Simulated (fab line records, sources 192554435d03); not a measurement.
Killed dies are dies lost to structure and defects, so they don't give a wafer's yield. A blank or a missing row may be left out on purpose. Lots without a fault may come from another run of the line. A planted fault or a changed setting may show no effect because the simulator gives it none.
Chamber matching | flow n5_finfet | N5_BEOL_M3_ETCH_77 on rie_diel-03: 4 sister chambers
The step etches underlayer in N2/H2, target depth 6.5 nm, time 5.2 s. 14 wafers are shown with their chamber, then 7 later ones without.

WAFERS WITH THEIR CHAMBER
wafer  | chamber | throttle_valve_pct (%) | oes_product_au (a.u.) | etch_rf_on_time_s (s)
L080.3 | 1       | 18.01                  | 0.77                  | 5.08
L080.4 | 0       | 17.91                  | 0.59                  | 5.10
L080.5 | 3       | 17.62                  | 0.79                  | 4.86
L082.3 | 2       | 18.10                  | 0.63                  | 4.95
L082.5 | 0       | 17.91                  | 0.59                  | 5.12
L082.6 | 2       | 18.11                  | 0.63                  | 5.00
L084.2 | 0       | 17.90                  | 0.57                  | 5.22
L084.3 | 3       | 17.61                  | 0.78                  | 4.86
L084.5 | 2       | 18.09                  | 0.63                  | 5.05
L086.2 | 2       | 18.09                  | 0.62                  | 5.08
L086.3 | 1       | 18.03                  | 0.75                  | 5.10
L086.6 | 2       | 18.10                  | 0.62                  | 5.03
L092.1 | 3       | 17.66                  | 0.77                  | 4.80
L092.2 | 1       | 18.03                  | 0.74                  | 5.08

SIGNATURES (means of the wafers above)
reading            | chamber 0 | chamber 1 | chamber 2 | chamber 3 | scatter within a chamber
throttle_valve_pct | 17.9067   | 18.0233   | 18.0980   | 17.6300   | 0.0142
oes_product_au     | 0.5833    | 0.7533    | 0.6260    | 0.7800    | 0.0103
etch_rf_on_time_s  | 5.1467    | 5.0867    | 5.0220    | 4.8400    | 0.0456
Rule: a wafer's distance from a chamber is the root of the sum, over the readings, of the square of ((its reading less the chamber's mean) divided by the reading's scatter). The wafer belongs to the nearest chamber; if the next one is less than 2 further off, it can't be placed. The scatter: the root of (the sum of the squares of (reading less its chamber's mean) over the shown wafers, divided by (wafers less chambers)).

WAFERS WITHOUT THEIR CHAMBER
wafer  | throttle_valve_pct (%) | oes_product_au (a.u.) | etch_rf_on_time_s (s)
L092.3 | 18.13                  | 0.61                  | 5.04
L096.2 | 17.69                  | 0.75                  | 4.82
L096.4 | 18.05                  | 0.72                  | 5.12
L096.5 | 18.16                  | 0.60                  | 5.01
L097.3 | 18.16                  | 0.60                  | 5.10
L097.4 | 18.06                  | 0.73                  | 5.12
L097.5 | 17.48                  | 0.80                  | 5.12

WHICH CHAMBER EACH WENT THROUGH
wafer  | from the rows above | in truth
L092.3 | 2                   | 2
L096.2 | 3                   | 3
L096.4 | 1                   | 1
L096.5 | 2                   | 2
L097.3 | 2                   | 2
L097.4 | 1                   | 1
L097.5 | 3                   | 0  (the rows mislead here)
Placed correctly: 6 of 7. Can't be placed from these rows: 0. Placed wrongly: 1.
